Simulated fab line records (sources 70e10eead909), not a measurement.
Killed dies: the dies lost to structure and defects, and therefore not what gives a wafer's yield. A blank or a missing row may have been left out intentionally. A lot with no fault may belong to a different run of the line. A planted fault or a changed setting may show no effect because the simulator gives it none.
Chamber matching	flow nand_harc	NHARC_P_CONTACT_DESCUM_17 on rie_diel-01: 4 sister chambers
The step chemistry O2, time 3 s. 27 wafers are shown with their chamber, then 12 later ones without.

== WAFERS, EACH WITH ITS CHAMBER ==
wafer	chamber	showerhead_plenum_p_Torr (Torr)	drypump_motor_current_A (A)	oes_product_au (a.u.)
L074.1	2	1.87	5.5	0.981
L074.2	3	1.84	6.1	0.981
L074.3	1	1.93	5.8	0.996
L079.1	0	2.03	5.2	1.012
L079.4	2	1.87	5.5	1.001
L079.5	2	1.87	5.5	0.989
L080.3	1	1.93	5.8	0.974
L080.4	2	1.87	5.5	0.971
L080.5	2	1.87	5.5	0.983
L081.2	2	1.87	5.5	0.988
L081.3	3	1.84	6.2	0.993
L081.5	3	1.84	6.1	0.997
L082.2	1	1.93	5.7	0.990
L082.4	2	1.87	5.5	0.989
L082.5	0	2.03	5.2	1.016
L086.4	1	1.93	5.8	1.000
L086.5	2	1.87	5.5	0.984
L086.6	1	1.93	5.8	1.009
L087.1	2	1.87	5.5	0.985
L087.3	3	1.84	6.1	0.989
L087.4	2	1.87	5.5	0.983
L090.1	2	1.87	5.5	0.983
L090.3	0	2.03	5.2	1.001
L090.4	3	1.83	6.2	0.996
L091.2	1	1.93	5.8	1.005
L091.3	3	1.83	6.1	0.993
L091.5	0	2.03	5.2	0.999

SIGNATURES (averages over the wafers above)
reading	chamber 0	chamber 1	chamber 2	chamber 3	scatter within a chamber
showerhead_plenum_p_Torr	2.0300	1.9300	1.8700	1.8367	0.00241
drypump_motor_current_A	5.200	5.783	5.500	6.133	0.0307
oes_product_au	1.00700	0.99567	0.98518	0.99150	0.00856
Rule: a wafer lies at a distance from a chamber equal to the root of the sum of squares, over the readings, of (its reading less the chamber's mean, divided by the reading's scatter). If the next closest chamber is less than 2 further off than the closest, the wafer can't be placed; otherwise it belongs to the closest. The scatter is the square root of a quotient: the sum, over the shown wafers, of each reading's squared deviation from its chamber's mean, divided by wafers minus chambers.

== WAFERS WITHOUT THEIR CHAMBER ==
wafer	showerhead_plenum_p_Torr (Torr)	drypump_motor_current_A (A)	oes_product_au (a.u.)
L092.1	1.87	5.5	0.988
L092.2	1.93	5.7	1.003
L092.3	1.83	6.1	0.994
L092.4	2.03	5.2	0.992
L092.5	1.93	5.8	1.001
L092.6	1.87	5.5	0.981
L096.4	1.87	5.5	0.975
L096.5	2.03	5.2	1.002
L096.6	1.93	5.7	1.013
L097.2	1.93	5.7	1.002
L097.3	2.03	5.2	1.007
L097.4	1.87	5.5	0.982

== CHAMBER TAKEN BY EACH ==
wafer	from the rows above	in truth
L092.1	2	2
L092.2	1	1
L092.3	3	3
L092.4	0	0
L092.5	1	1
L092.6	2	2
L096.4	2	2
L096.5	0	0
L096.6	1	1
L097.2	1	1
L097.3	0	0
L097.4	2	2
Correct placement for 12 of the 12. Can't be placed from these rows: 0. Placed wrongly: 0.
